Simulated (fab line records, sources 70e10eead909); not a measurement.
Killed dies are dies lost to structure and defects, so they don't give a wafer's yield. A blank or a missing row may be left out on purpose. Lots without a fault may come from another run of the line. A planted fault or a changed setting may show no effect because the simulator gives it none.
Chamber matching | flow nand_harc | NHARC_A_SGD_CUT_ETCH_16 on rie_diel-08: 4 sister chambers
The step etches the open film in C4F8/O2/Ar, target depth 310.5 nm, time 155.2 s. 4 wafers are shown with their chamber, then 7 later ones without.

WAFERS WITH THEIR CHAMBER
wafer  | chamber | rf_vpp_V (V)
L739.6 | 3       | 729
L743.3 | 0       | 722
L746.4 | 2       | 720
L746.5 | 1       | 719

WAFERS WITHOUT THEIR CHAMBER
wafer  | rf_vpp_V (V)
L747.2 | 722
L747.3 | 720
L748.4 | 719
L748.6 | 728
L753.2 | 723
L753.3 | 721
L753.5 | 723

WHICH CHAMBER EACH WENT THROUGH
wafer  | from the rows above          | in truth
L747.2 | 0                            | 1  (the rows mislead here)
L747.3 | can't be placed: 2 or 1      | 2
L748.4 | can't be placed: 1 or 2      | 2
L748.6 | 3                            | 3
L753.2 | 0                            | 0
L753.3 | can't be placed: 0 or 2 or 1 | 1
L753.5 | 0                            | 0
Placed correctly: 3 of 7. Can't be placed from these rows: 3 (the true chamber is among the candidates in 3). Placed wrongly: 1.
How it was worked out, from the rows above alone: a wafer's distance from a chamber is the root of the sum, over the readings, of the square of ((its reading less the chamber's mean) divided by the reading's scatter). The wafer belongs to the nearest chamber; if the next one is less than 2 further off, it can't be placed. A chamber's mean is the mean of its shown wafers. The scatter: with one shown wafer a chamber, the root of the mean of the squares of how far each hidden wafer lies from its nearest shown one.
